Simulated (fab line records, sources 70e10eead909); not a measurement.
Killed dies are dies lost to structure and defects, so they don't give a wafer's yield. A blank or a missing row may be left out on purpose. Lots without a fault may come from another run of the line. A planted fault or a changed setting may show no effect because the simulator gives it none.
Chamber matching | flow nand_harc | NHARC_A_STAIRCASE_DESCUM_219 on rie_diel-03: 4 sister chambers
The step chemistry O2, time 3 s. 16 wafers are shown with their chamber, then 8 later ones without.

WAFERS WITH THEIR CHAMBER
wafer  | chamber | showerhead_plenum_p_Torr (Torr) | drypump_motor_current_A (A) | oes_product_au (a.u.)
L076.1 | 0       | 1.91                            | 5.9                         | 0.997
L076.2 | 2       | 2.00                            | 5.9                         | 0.994
L076.5 | 3       | 1.84                            | 5.7                         | 0.984
L074.1 | 1       | 1.93                            | 5.6                         | 1.007
L074.2 | 0       | 1.91                            | 5.9                         | 0.999
L074.6 | 3       | 1.84                            | 5.7                         | 0.993
L078.2 | 2       | 1.99                            | 5.9                         | 0.989
L078.3 | 3       | 1.83                            | 5.7                         | 0.983
L078.4 | 0       | 1.91                            | 5.9                         | 1.001
L081.2 | 2       | 1.99                            | 5.9                         | 0.994
L081.4 | 0       | 1.91                            | 5.9                         | 1.001
L081.5 | 1       | 1.93                            | 5.6                         | 1.008
L088.4 | 3       | 1.83                            | 5.7                         | 0.997
L088.5 | 0       | 1.91                            | 5.9                         | 1.004
L088.6 | 1       | 1.93                            | 5.7                         | 0.995
L085.1 | 0       | 1.91                            | 5.9                         | 1.002

SIGNATURES (means of the wafers above)
reading                  | chamber 0 | chamber 1 | chamber 2 | chamber 3 | scatter within a chamber
showerhead_plenum_p_Torr | 1.9100    | 1.9300    | 1.9933    | 1.8350    | 0.00373
drypump_motor_current_A  | 5.900     | 5.633     | 5.900     | 5.700     | 0.0236
oes_product_au           | 1.00067   | 1.00333   | 0.99233   | 0.98925   | 0.00493
Rule: a wafer's distance from a chamber is the root of the sum, over the readings, of the square of ((its reading less the chamber's mean) divided by the reading's scatter). The wafer belongs to the nearest chamber; if the next one is less than 2 further off, it can't be placed. The scatter: the root of (the sum of the squares of (reading less its chamber's mean) over the shown wafers, divided by (wafers less chambers)).

WAFERS WITHOUT THEIR CHAMBER
wafer  | showerhead_plenum_p_Torr (Torr) | drypump_motor_current_A (A) | oes_product_au (a.u.)
L085.2 | 1.92                            | 5.6                         | 1.001
L085.4 | 1.99                            | 5.9                         | 0.991
L087.1 | 1.90                            | 5.9                         | 0.998
L087.2 | 1.92                            | 5.6                         | 1.006
L087.4 | 1.98                            | 5.9                         | 0.991
L091.2 | 1.82                            | 5.7                         | 0.981
L091.3 | 1.90                            | 5.9                         | 1.000
L091.6 | 1.98                            | 5.9                         | 0.986

WHICH CHAMBER EACH WENT THROUGH
wafer  | from the rows above | in truth
L085.2 | 1                   | 1
L085.4 | 2                   | 2
L087.1 | 0                   | 0
L087.2 | 1                   | 1
L087.4 | 2                   | 2
L091.2 | 3                   | 3
L091.3 | 0                   | 0
L091.6 | 2                   | 2
Placed correctly: 8 of 8. Can't be placed from these rows: 0. Placed wrongly: 0.
